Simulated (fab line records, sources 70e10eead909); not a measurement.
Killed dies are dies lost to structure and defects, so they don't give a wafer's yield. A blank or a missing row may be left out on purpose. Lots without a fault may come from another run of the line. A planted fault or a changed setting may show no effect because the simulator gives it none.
A struck lot beside a sound one | flow nand_harc | 15 steps out of a route of 1159
Sound: wafers L604.1, L604.3, L604.6. Struck: wafers L601.1, L601.4, L601.5. The cause comes at the end.
At each step with rows: each side's tool, then ch and its chambers, then its first start. Under that, the readings that differ: sound wafers | struck wafers | difference of the means | sigmas: that difference in standard deviations of wafers without a fault.
alike: readings whose means differ by less than 2 such deviations, and words and numbers that are the same on both sides. not compared: withheld readings, readings that some wafer has no value for, bounds like >300 that may hide the same value, and numbers for which the record gives no deviation and whose values overlap.
The two part at a step that has a row with sigmas, a row that says differs or no value, or rows on one side only. Numbers that don't overlap but have no deviation are shown without sigmas and don't part them. A reading that every wafer of one side lacks parts them only if that side has two wafers or more.

first, 5 steps without rows for these wafers: NHARC_A_M0_SOFTBAKE_04 (time 55 s); NHARC_A_M0_EBR_05; NHARC_A_M0_EXPOSE_06 (exposes mask A M0, target cd 80 nm); NHARC_A_M0_PEB_07 (peb time 65 s); NHARC_A_M0_DEVELOP_08 (develop time 35 s).
NHARC_A_M0_CD_MEAS_09: target cd 80 nm.
  sound on cd_sem-01 ch 0, day 20 19:43; struck on cd_sem-01 ch 0, day 20 19:20
  alike: cd_nm
NHARC_A_M0_OVL_MEAS_10: pitch 160 nm.
  sound on overlay-01, day 20 19:49; struck on overlay-01, day 20 19:25
  alike: overlay_x_nm, overlay_y_nm
NHARC_A_M0_INSPECT_11:
  sound on defect_inspect-01, day 20 19:51; struck on defect_inspect-01, day 20 19:27
  alike: raw_defect_count
NHARC_A_M0_DESCUM_14: chemistry O2, time 3 s.
  sound on rie_diel-13 ch 0,1,2, day 20 19:55; struck on rie_diel-09 ch 2,3, day 20 19:31
  alike: drypump_motor_current_A, oes_product_au, rf_vpp_V, showerhead_plenum_p_Torr, throttle_valve_pct
  not compared: rf_hours_counter_h
NHARC_A_M0_ETCH_34: etches the open film in N2/H2, target depth 40 nm, overetch 12 nm, time 43.94 s.
  sound on rie_diel-13 ch 0,1,3, day 20 20:00; struck on rie_diel-09 ch 0,2, day 20 19:36
  alike: drypump_motor_current_A, oes_product_au, rf_vpp_V, showerhead_plenum_p_Torr, throttle_valve_pct
  not compared: rf_hours_counter_h
NHARC_A_M0_ETCH_15: etches the open film in C4F8/Ar, target depth 150 nm, overetch 15 nm, time 82.5 s.
  sound on rie_diel-13 ch 0,3; struck on rie_diel-09 ch 0,1
  alike: oes_product_au, rf_vpp_V
  not compared: rf_hours_counter_h
NHARC_A_M0_CD_MEAS_16:
  sound on cd_sem-01, day 20 20:13; struck on cd_sem-02, day 20 19:49
  alike: cd_nm
NHARC_A_M0_STRIP_18: strips in N2/H2.
  sound on rie_diel-09 ch 1,2, day 20 20:17; struck on rie_diel-07 ch 1,3, day 20 19:55
  no value came back on the struck wafers for any of 7 readings (bias_w (W), chamber_pressure_mTorr (mTorr) and others); on the sound wafers bias_w (W) reads 0 0 0
  not compared: rf_hours_counter_h
then, 1 step without rows for these wafers: NHARC_A_M0_STRIP_19 (strips in post etch residue remover, time 600 s).
NHARC_END_SORT_01:
  sound on prober-02 ch 0, day 22 17:39; struck on prober-01 ch 0, day 22 15:13
  reading                  | sound          | struck                                                               | difference                   | sigmas
  hold                     | - - -          | await_dispo/2.8h/scrap await_dispo/2.8h/scrap await_dispo/2.8h/scrap | no value on the sound wafers |
  defect_limited_yield (%) | 95.6 91.9 94.2 | 5.6 4.9 5.5                                                          | -88.6                        | -49
  killed_at_array          | 27 39 34       | 638 637 638                                                          | +604                         | +55
  killed_dies              | 30 55 39       | 639 644 640                                                          | +600                         | +50
  killed_short             | 3 9 3          | 1 1 2                                                                | -4                           | -3
  sort_bin_2_pct (%)       | 1.9 2.7 1.5    | 91.1 90.0 90.8                                                       | +88.6                        | +99 or more
  sort_n_pass              | 647 622 638    | 38 33 37                                                             | -600                         | -50
  sort_rim_yield_pct (%)   | 98.1 98.1 95.3 | 8.5 0 0                                                              | -94.3                        | -34
  sort_yield_pct (%)       | 95.6 91.9 94.2 | 5.6 4.9 5.5                                                          | -88.6                        | -49
  alike: killed_at_other, killed_at_periphery, killed_open, sort_bin_3_pct, sort_bin_4_pct

WHERE THEY PART
First at NHARC_A_M0_STRIP_18; last, within this record, at NHARC_END_SORT_01.

WHY: what the simulator had put in
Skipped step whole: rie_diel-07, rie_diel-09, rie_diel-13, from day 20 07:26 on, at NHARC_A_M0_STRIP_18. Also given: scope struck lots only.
